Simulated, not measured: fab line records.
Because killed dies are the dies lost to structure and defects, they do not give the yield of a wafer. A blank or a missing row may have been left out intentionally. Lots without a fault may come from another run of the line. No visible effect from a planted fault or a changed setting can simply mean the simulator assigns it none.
Chamber matching + flow n5 finfet + N5_PMOS_HMC_CHANNEL_EPI_HM_DEP_34 on pecvd-04 has 3 sister chambers
The step deposits SiO2 from TEOS/O2, target thk 36 nm, time 6.9 s. 18 wafers are shown with their chamber, then 9 later ones without.

WAFERS, EACH WITH ITS CHAMBER
| wafer  | chamber | throttle valve pct (%) | showerhead plenum p Torr (Torr) | rf fwd power W (W) |
|--------|---------|------------------------|---------------------------------|--------------------|
| L074.2 | 0       | 18.8                   | 8.42                            | 885                |
| L074.3 | 1       | 19.3                   | 8.33                            | 886                |
| L074.5 | 0       | 18.9                   | 8.41                            | 883                |
| L075.1 | 0       | 19.2                   | 8.43                            | 882                |
| L075.2 | 2       | 17.6                   | 8.37                            | 887                |
| L075.6 | 1       | 19.2                   | 8.32                            | 887                |
| L081.1 | 2       | 17.5                   | 8.37                            | 886                |
| L081.3 | 1       | 19.3                   | 8.32                            | 888                |
| L081.6 | 0       | 18.8                   | 8.39                            | 886                |
| L083.1 | 2       | 17.9                   | 8.37                            | 888                |
| L083.4 | 2       | 17.6                   | 8.39                            | 888                |
| L083.5 | 0       | 18.9                   | 8.40                            | 885                |
| L085.1 | 0       | 19.2                   | 8.41                            | 883                |
| L085.4 | 0       | 19.0                   | 8.40                            | 883                |
| L085.5 | 2       | 17.4                   | 8.41                            | 887                |
| L087.1 | 0       | 19.3                   | 8.41                            | 880                |
| L087.5 | 1       | 19.1                   | 8.34                            | 886                |
| L087.6 | 2       | 17.8                   | 8.40                            | 889                |

SIGNATURES (averages over the wafers above)
| reading                  | chamber 0 | chamber 1 | chamber 2 | scatter within a chamber |
|--------------------------|-----------|-----------|-----------|--------------------------|
| throttle valve pct       | 19.012    | 19.225    | 17.633    | 0.177                    |
| showerhead plenum p Torr | 8.4087    | 8.3275    | 8.3850    | 0.0139                   |
| rf fwd power W           | 883.38    | 886.75    | 887.50    | 1.51                     |
Rule: a wafer lies at a distance from a chamber equal to the root of the sum of squares, over the readings, of (its reading less the chamber's mean, divided by the reading's scatter). If the next closest chamber is less than 2 further off than the closest, the wafer can't be placed; otherwise it belongs to the closest. The scatter: take each reading less its chamber's mean, square it, sum over the shown wafers, divide by the number of wafers less the number of chambers, and take the root.

WAFERS MISSING THEIR CHAMBER
| wafer  | throttle valve pct (%) | showerhead plenum p Torr (Torr) | rf fwd power W (W) |
|--------|------------------------|---------------------------------|--------------------|
| L089.1 | 19.2                   | 8.40                            | 887                |
| L089.3 | 19.0                   | 8.32                            | 892                |
| L089.4 | 19.3                   | 8.41                            | 891                |
| L090.4 | 17.6                   | 8.37                            | 892                |
| L090.5 | 18.9                   | 8.34                            | 889                |
| L090.6 | 19.2                   | 8.42                            | 882                |
| L091.1 | 19.1                   | 8.35                            | 887                |
| L091.2 | 18.0                   | 8.38                            | 889                |
| L091.4 | 19.3                   | 8.41                            | 880                |

CHAMBER TAKEN BY EACH
| wafer  | from the rows above     | in truth |
|--------|-------------------------|----------|
| L089.1 | 0                       | 0        |
| L089.3 | 1                       | 1        |
| L089.4 | can't be placed: 0 or 1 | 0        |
| L090.4 | 2                       | 2        |
| L090.5 | 1                       | 1        |
| L090.6 | 0                       | 0        |
| L091.1 | 1                       | 1        |
| L091.2 | 2                       | 2        |
| L091.4 | 0                       | 0        |
8 of 9 placed correctly. From these rows, 1 cannot be placed; in 1 the true chamber is one of the candidates. Number placed wrongly: 0.
